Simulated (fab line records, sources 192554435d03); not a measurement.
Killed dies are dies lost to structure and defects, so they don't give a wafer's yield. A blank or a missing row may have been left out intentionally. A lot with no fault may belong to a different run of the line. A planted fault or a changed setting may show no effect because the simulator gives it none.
Chamber matching | flow n5_finfet | 3 sister chambers for N5_BEOL_M1_ETCH_64 on rie_diel-01
The step etches SOC in N2/H2, target depth 75 nm, overetch 15 nm, time 112.5 s. 6 wafers are shown with their chamber, then 7 later ones without.

WAFERS PAIRED WITH THEIR CHAMBERS
wafer  | chamber | drypump_motor_current_A (A) | showerhead_plenum_p_Torr (Torr)
L078.6 | 2       | 5.1                         | 2.46
L081.3 | 1       | 6.3                         | 2.48
L087.4 | 3       | 6.0                         | 2.53
L087.5 | 2       | 5.1                         | 2.45
L089.1 | 3       | 6.0                         | 2.53
L089.2 | 1       | 6.4                         | 2.48

WAFERS WHOSE CHAMBER IS MISSING
wafer  | drypump_motor_current_A (A) | showerhead_plenum_p_Torr (Torr)
L089.6 | 5.2                         | 2.45
L091.2 | 6.0                         | 2.53
L091.3 | 5.2                         | 2.45
L091.6 | 5.2                         | 2.45
L096.2 | 6.4                         | 2.47
L096.5 | 6.4                         | 2.47
L096.6 | 5.2                         | 2.44

WHICH CHAMBER EACH ONE RAN IN
wafer  | from the rows above | in truth
L089.6 | 2                   | 2
L091.2 | 3                   | 3
L091.3 | 2                   | 2
L091.6 | 2                   | 2
L096.2 | 1                   | 1
L096.5 | 1                   | 1
L096.6 | 2                   | 2
Placed correctly: 7 of 7. Can't be placed from these rows: 0. 0 placed wrongly.
How it was worked out, from the rows above alone: a wafer's distance from a chamber is the root of the sum, over the readings, of the square of ((its reading less the chamber's mean) divided by the reading's scatter). If the next closest chamber is less than 2 further off than the closest, the wafer can't be placed; otherwise it belongs to the closest. A chamber's mean is the mean of its shown wafers. The scatter: the root of (the sum of the squares of (reading less its chamber's mean) over the shown wafers, divided by (wafers less chambers)).
